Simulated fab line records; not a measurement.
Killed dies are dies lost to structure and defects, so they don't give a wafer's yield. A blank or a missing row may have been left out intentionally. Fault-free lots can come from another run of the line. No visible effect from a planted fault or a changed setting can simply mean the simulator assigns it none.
Which tool is to blame? | flow nand-harc | 10 lots, 30 wafers sampled, at 6 steps of a route of 1159

## WHAT THE GAUGES SHOWED, per wafer
NHARC_A_CHANNEL_HOLE_D1_CD_MEAS_30. Usual: cd-nm reads 89.3 nm (standard deviation 1.6).
lot  | measured     | on        | cd-nm (nm)     | flag
L671 | day 9 02:49  | cd-sem-01 | 86.2 90.9 90.8 |
L675 | day 9 10:04  | cd-sem-02 | 88.4 90.0 90.1 |
L676 | day 9 14:16  | cd-sem-02 | 90.2 90.1 91.5 |
L679 | day 10 23:22 | cd-sem-01 | 88.6 90.3 88.3 |
L684 | day 11 16:46 | cd-sem-03 | 92.2 90.1 91.3 |
L682 | day 11 20:57 | cd-sem-03 | 92.6 89.3 89.4 |
L691 | day 13 06:32 | cd-sem-02 | 89.1 89.7 87.8 |
L690 | day 13 06:40 | cd-sem-01 | 87.4 89.6 88.3 |
L689 | day 13 10:25 | cd-sem-03 | 87.7 92.3 86.6 |
L694 | day 14 05:26 | cd-sem-03 | 89.0 89.3 89.8 |

NHARC_A_CHANNEL_HOLE_D1_INSPECT_40. Usual: raw-defect-count reads 61 (standard deviation 19).
lot  | measured     | on                | raw-defect-count | flag
L671 | day 9 03:00  | defect-inspect-02 | 71 37 78         |
L675 | day 9 10:16  | defect-inspect-01 | 44 57 42         |
L676 | day 9 14:28  | defect-inspect-02 | 52 56 55         |
L679 | day 10 23:32 | defect-inspect-02 | 125 102 84       |
L684 | day 11 16:58 | defect-inspect-02 | 80 55 71         |
L682 | day 11 21:09 | defect-inspect-02 | 68 46 81         |
L691 | day 13 06:43 | defect-inspect-02 | 60 69 59         |
L690 | day 13 06:53 | defect-inspect-01 | 449 439 446      | OFF
L689 | day 13 10:36 | defect-inspect-02 | 467 439 484      | OFF
L694 | day 14 05:37 | defect-inspect-02 | 57 63 74         |

NHARC_END_SORT_01. Usual: killed-at-array 29, standard deviation 10; killed-at-other 0.7, standard deviation 1; killed-at-periphery 3.7, standard deviation 2.6; killed-dies 33, standard deviation 10; killed-open 3.4, standard deviation 1.8; killed-short 1.8, standard deviation 1.3.
lot  | measured     | on        | killed-at-array | killed-at-other | killed-at-periphery | killed-dies | killed-open | killed-short | flag
L690 | day 24 01:05 | prober-02 | 55 79 65        | 0 0 0           | 3 5 2               | 58 84 67    | 3 4 3       | 1 2 2        | OFF
L689 | day 24 07:16 | prober-02 | 60 114 65       | 0 0 0           | 6 8 13              | 66 122 78   | 3 2 6       | 2 3 1        | OFF

## EACH LOT AND THE TOOL THAT RAN IT (in order: tool; ch and the chambers of the sampled wafers; start)
lot  | NHARC_A_CHANNEL_HOLE_D1_ETCH_24  | NHARC_A_CHANNEL_HOLE_D1_ETCH_33  | NHARC_A_CHANNEL_HOLE_D1_ETCH_44
L671 | har-etch-01 ch 0,1, day 8 23:32  | har-etch-01 ch 0,1, day 9 01:17  | rie-diel-01 ch 2,3, day 9 02:01
L675 | har-etch-02 ch 0,1, day 9 06:48  | har-etch-02 ch 0,1, day 9 08:33  | rie-diel-01 ch 0,3, day 9 09:16
L676 | har-etch-02 ch 0,1, day 9 11:16  | har-etch-02 ch 0,1, day 9 12:49  | rie-diel-01 ch 0,1, day 9 13:28
L679 | har-etch-01 ch 0,1, day 10 19:56 | har-etch-01 ch 0,1, day 10 21:49 | rie-diel-07 ch 0,2,3, day 10 22:34
L684 | har-etch-02 ch 1, day 11 13:31   | har-etch-02 ch 1, day 11 15:15   | rie-diel-01 ch 2,3, day 11 15:58
L682 | har-etch-02 ch 0,1, day 11 17:41 | har-etch-02 ch 0,1, day 11 19:26 | rie-diel-07 ch 0,1,3, day 11 20:10
L691 | har-etch-01 ch 0,1, day 13 02:59 | har-etch-01 ch 0,1, day 13 04:50 | rie-diel-09 ch 2,3, day 13 05:37
L690 | har-etch-02 ch 0,1, day 13 03:05 | har-etch-02 ch 0,1, day 13 04:43 | rie-diel-01 ch 1,3, day 13 05:53
L689 | har-etch-02 ch 0,1, day 13 06:59 | har-etch-02 ch 0,1, day 13 08:51 | rie-diel-01 ch 1,2, day 13 09:37
L694 | har-etch-02 ch 0,1, day 14 01:53 | har-etch-02 ch 0,1, day 14 03:44 | rie-diel-07 ch 2,3, day 14 04:31
- NHARC_A_CHANNEL_HOLE_D1_ETCH_24: etches the open film in C4F8/O2/Ar, time 906.2 s, target depth 1500 nm.
- NHARC_A_CHANNEL_HOLE_D1_ETCH_33: etches the open film in C4F8/O2/Ar, time 90 s, target depth 400 nm.
- NHARC_A_CHANNEL_HOLE_D1_ETCH_44: etches the open film in CF4/O2, target depth 140 nm, overetch 14 nm, time 77 s.

## AS READ BY THE TOOLS THEMSELVES (means over the sampled wafers that have a number; for cases with no such wafer, the mark the record gives instead)
NHARC_A_CHANNEL_HOLE_D1_ETCH_24. Usual: c4f8-flow-sccm 93.78 sccm, standard deviation 0.27; drypump-motor-current-A 6.00 A, standard deviation 0.21; esc-clamp-current-uA 0.0216, standard deviation 0.00034; o2-flow-sccm 31.22 sccm, standard deviation 0.1; showerhead-plenum-p-Torr 3.67 Torr, standard deviation 0.098; throttle-valve-pct 32.236 %, standard deviation 0.0091.
lot  | tool        | c4f8-flow-sccm (sccm) | drypump-motor-current-A (A) | esc-clamp-current-uA | o2-flow-sccm (sccm) | showerhead-plenum-p-Torr (Torr) | throttle-valve-pct (%) | flag
L671 | har-etch-01 | 93.85                 | 6.17                        | 0.0218               | 31.22               | 3.80                            | 32.242                 |
L675 | har-etch-02 | 93.57                 | 5.89                        | 0.0216               | 31.29               | 3.59                            | 32.234                 |
L676 | har-etch-02 | 93.78                 | 5.90                        | 0.0216               | 31.26               | 3.59                            | 32.225                 |
L679 | har-etch-01 | 93.29                 | 6.02                        | 0.0218               | 31.17               | 3.76                            | 32.240                 |
L684 | har-etch-02 | 93.34                 | 6.05                        | 0.0211               | 31.20               | 3.57                            | 32.234                 |
L682 | har-etch-02 | 93.73                 | 5.96                        | 0.0213               | 31.26               | 3.58                            | 32.239                 |
L691 | har-etch-01 | 93.56                 | 6.14                        | 0.0218               | 31.19               | 3.77                            | 32.245                 |
L690 | har-etch-02 | 93.65                 | 5.97                        | 0.0213               | 31.25               | 3.57                            | 32.238                 |
L689 | har-etch-02 | 93.91                 | 5.90                        | 0.0217               | 31.19               | 3.57                            | 32.240                 |
L694 | har-etch-02 | 93.77                 | 5.90                        | 0.0216               | 31.23               | 3.56                            | 32.232                 |

NHARC_A_CHANNEL_HOLE_D1_ETCH_33. Usual: bias-v 400 V (standard deviation 3.9); c4f8-flow-sccm 41.69 sccm (standard deviation 0.14); drypump-motor-current-A 6.00 A (standard deviation 0.21); esc-clamp-current-uA 0.0216 (standard deviation 0.00033); o2-flow-sccm 83.32 sccm (standard deviation 0.26); showerhead-plenum-p-Torr 3.71 Torr (standard deviation 0.1); throttle-valve-pct 27.620 % (standard deviation 0.0078).
lot  | tool        | bias-v (V) | c4f8-flow-sccm (sccm) | drypump-motor-current-A (A) | esc-clamp-current-uA | o2-flow-sccm (sccm) | showerhead-plenum-p-Torr (Torr) | throttle-valve-pct (%) | flag
L671 | har-etch-01 | 399        | 41.63                 | 6.19                        | 0.0218               | 83.43               | 3.84                            | 27.611                 |
L675 | har-etch-02 | 398        | 41.63                 | 5.90                        | 0.0216               | 83.62               | 3.63                            | 27.625                 |
L676 | har-etch-02 | 404        | 41.89                 | 5.91                        | 0.0216               | 83.42               | 3.63                            | 27.612                 |
L679 | har-etch-01 | 401        | 41.78                 | 5.97                        | 0.0218               | 83.21               | 3.81                            | 27.619                 |
L684 | har-etch-02 | 403        | 41.69                 | 6.06                        | 0.0211               | 83.13               | 3.61                            | 27.626                 |
L682 | har-etch-02 | 402        | 41.73                 | 5.99                        | 0.0213               | 83.53               | 3.61                            | 27.621                 |
L691 | har-etch-01 | 396        | 41.67                 | 6.20                        | 0.0218               | 83.51               | 3.82                            | 27.620                 |
L690 | har-etch-02 | 402        | 41.56                 | 5.98                        | 0.0214               | 83.11               | 3.61                            | 27.614                 |
L689 | har-etch-02 | 403        | 41.57                 | 5.91                        | 0.0216               | 83.60               | 3.61                            | 27.623                 |
L694 | har-etch-02 | 400        | 41.67                 | 5.90                        | 0.0217               | 83.59               | 3.60                            | 27.618                 |

NHARC_A_CHANNEL_HOLE_D1_ETCH_44. Usual: drypump-motor-current-A 5.73 A, standard deviation 0.3; o2-flow-sccm 20.00 sccm, standard deviation 0.06; oes-product-au 0.997 a.u., standard deviation 0.013; rf-vpp-V 197.5 V, standard deviation 1.3; showerhead-plenum-p-Torr 1.32 Torr, standard deviation 0.058; throttle-valve-pct 13.398 %, standard deviation 0.0093.
lot  | tool        | drypump-motor-current-A (A) | o2-flow-sccm (sccm) | oes-product-au (a.u.) | rf-vpp-V (V) | showerhead-plenum-p-Torr (Torr) | throttle-valve-pct (%) | flag
L671 | rie-diel-01 | 5.83                        | 19.99               | 0.992                 | 197.7        | 1.32                            | 13.392                 |
L675 | rie-diel-01 | 5.71                        | 19.94               | 1.011                 | 198.8        | 1.37                            | 13.395                 |
L676 | rie-diel-01 | 5.72                        | 20.00               | 1.005                 | 198.7        | 1.36                            | 13.401                 |
L679 | rie-diel-07 | 5.62                        | 20.03               | 1.002                 | 197.0        | 1.26                            | 13.395                 |
L684 | rie-diel-01 | 5.81                        | 19.97               | 0.987                 | 197.6        | 1.32                            | 13.403                 |
L682 | rie-diel-07 | 5.43                        | 19.96               | 0.997                 | 196.9        | 1.32                            | 13.389                 |
L691 | rie-diel-09 | 5.82                        | 19.97               | 0.979                 | 197.2        | 1.33                            | 13.391                 |
L690 | rie-diel-01 | 5.82                        | 19.94               | 0.988                 | 197.8        | 1.31                            | 13.402                 |
L689 | rie-diel-01 | 5.84                        | 19.89               | 0.992                 | 197.5        | 1.31                            | 13.394                 |
L694 | rie-diel-07 | 5.61                        | 20.02               | 0.984                 | 197.0        | 1.26                            | 13.403                 |

## THE ANSWER, worked out from the rows above alone
Rule: lot off if the mean of its wafers having a number is beyond 3 standard deviations from the usual mean. Also off: a lot with no number at a reading for which 4 or more lots have one. Any other lot the step has rows for is counted as sound. First the gauges in route order, then the tools' own readings, where a lot's mean is used as printed above. At the first step where some lot is off, the reading lying furthest off is the one used; lots without a number count as furthest.
Off: L690, L689 (NHARC_A_CHANNEL_HOLE_D1_INSPECT_40, raw-defect-count).
A tool fits if, at a process step before that reading, it ran every lot that is off, and no sound lot after the first of them. The gauges at NHARC_A_CHANNEL_HOLE_D1_INSPECT_40 aren't tried: what is off there is off at NHARC_END_SORT_01 too, on other tools, and a gauge's error can't cause that. One candidate fits, namely rie-diel-01 at NHARC_A_CHANNEL_HOLE_D1_ETCH_44. A fault onset in the window from L684 (day 11 15:58, its last sound lot) to L690 (day 13 05:53, its first lot off) fits.

## WHAT WAS PUT IN BY THE SIMULATOR
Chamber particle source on rie-diel-01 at NHARC_A_CHANNEL_HOLE_D1_ETCH_44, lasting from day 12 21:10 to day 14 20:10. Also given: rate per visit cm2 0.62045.
Shown lots that were struck: L690, L689. The same result came from the rule above.
